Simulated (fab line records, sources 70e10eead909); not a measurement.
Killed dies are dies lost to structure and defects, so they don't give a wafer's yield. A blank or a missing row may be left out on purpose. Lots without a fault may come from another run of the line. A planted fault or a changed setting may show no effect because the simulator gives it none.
A struck lot beside a sound one | flow nand_harc | 17 steps out of a route of 1302
Sound: wafers L142.1, L142.4, L142.5. Struck: wafer L154.6. (L154.4, L154.5 of the same lot were not struck and are left out.) The cause comes at the end.
At each step with rows: each side's tool, then ch and its chambers, then its first start. Under that, the readings that differ: sound wafers | struck wafers | difference of the means | sigmas: that difference in standard deviations of wafers without a fault.
alike: readings whose means differ by less than 2 such deviations, and words and numbers that are the same on both sides. not compared: withheld readings, readings that some wafer has no value for, bounds like >300 that may hide the same value, and numbers for which the record gives no deviation and whose values overlap.
The two part at a step that has a row with sigmas, a row that says differs or no value, or rows on one side only. Numbers that don't overlap but have no deviation are shown without sigmas and don't part them. A reading that every wafer of one side lacks parts them only if that side has two wafers or more.

NHARC_A_M0_OVL_MEAS_10: pitch 160 nm.
  sound on overlay-01, day 22 23:14; struck on overlay-01, day 29 09:22
  alike: overlay_x_nm, overlay_y_nm
NHARC_A_M0_INSPECT_11:
  sound on defect_inspect-02, day 22 23:16; struck on defect_inspect-01, day 29 09:24
  alike: raw_defect_count
NHARC_A_M0_DESCUM_14: chemistry O2, time 3 s.
  sound on rie_diel-06 ch 0,2, day 22 23:20; struck on rie_diel-06 ch 2, day 29 09:28
  reading               | sound             | struck | difference | sigmas
  oes_product_au (a.u.) | 0.998 0.990 0.993 | 1.011  | +0.017     | +2
  rf_vpp_V (V)          | 58.5 58.2 59.1    | 56.5   | -2.1       | -2
  alike: drypump_motor_current_A, showerhead_plenum_p_Torr, throttle_valve_pct
  not compared: rf_hours_counter_h
then, 1 step without rows for these wafers: NHARC_A_M0_ETCH_34 (etches the open film in N2/H2, target depth 40 nm, overetch 12 nm, time 43.94 s).
NHARC_A_M0_ETCH_15: etches the open film in C4F8/Ar, target depth 150 nm, overetch 15 nm, time 82.5 s.
  sound on rie_diel-06 ch 0,1,2; struck on rie_diel-06 ch 0
  alike: bias_w, oes_product_au, rf_vpp_V
  not compared: rf_hours_counter_h
NHARC_A_M0_CD_MEAS_16:
  sound on cd_sem-01, day 22 23:38; struck on cd_sem-02, day 29 09:46
  reading    | sound          | struck | difference | sigmas
  cd_nm (nm) | 79.8 80.2 78.7 | 81.2   | +1.6       | +2
NHARC_A_M0_STRIP_18: strips in N2/H2.
  sound on rie_diel-05 ch 1,2,3, day 22 23:46; struck on rie_diel-05 ch 1, day 29 09:53
  alike: drypump_motor_current_A, oes_product_au, rf_vpp_V, showerhead_plenum_p_Torr, throttle_valve_pct
  not compared: rf_hours_counter_h
then, 2 steps without rows for these wafers: NHARC_A_M0_STRIP_19 (strips in post etch residue remover, time 600 s); NHARC_A_M0_DEGAS_28 (time 60 s).
NHARC_A_M0_PRE_CLEAN_29: time 30 s.
  sound on pvd_sputter-02; struck on pvd_sputter-03
  alike: heater_power_w
then, 2 steps without rows for these wafers: NHARC_A_M0_PVD_20 (deposits TaN, target thk 5 nm, time 8.06 s); NHARC_A_M0_PVD_21 (deposits Cu, target thk 30 nm, time 20.49 s).
NHARC_A_M0_ECD_22: material Cu, target thk 400 nm.
  sound on ecd_cu-01 ch 1, day 23 00:40; struck on ecd_cu-02 ch 0, day 29 10:55
  alike: bath_heat_duty_pct
NHARC_A_M0_ANNEAL_30: time 90 s.
  sound on rtp_anneal-01 ch 0, day 23 01:00; struck on rtp_anneal-01 ch 0, day 29 11:18
  alike: anneal_temp_c, wafer_temp_C_max
NHARC_A_M0_CMP_23: polishes, t overpolish 20 s, target thk 113.75 nm.
  sound on cmp-04 ch 0,1,3, day 23 01:20; struck on cmp-03 ch 3, day 29 11:32
  reading                | sound          | struck | difference | sigmas
  time_to_endpoint_s (s) | 29.0 26.2 27.7 | 40.0   | +12.4      | +6
  alike: motor_current_A
  not compared: pad_life_wafers
NHARC_A_M0_THK_MEAS_24: measures by xrf.
  sound on film_metro-01, day 23 01:40; struck on film_metro-02, day 29 11:49
  alike: thk_nm
then, 1 step without rows for these wafers: NHARC_END_SORT_01.

WHERE THEY PART
First at NHARC_A_M0_DESCUM_14; last, within this record, at NHARC_A_M0_CMP_23. Later steps at which nothing parts them and some readings are alike: NHARC_A_M0_THK_MEAS_24.

WHY: what the simulator had put in
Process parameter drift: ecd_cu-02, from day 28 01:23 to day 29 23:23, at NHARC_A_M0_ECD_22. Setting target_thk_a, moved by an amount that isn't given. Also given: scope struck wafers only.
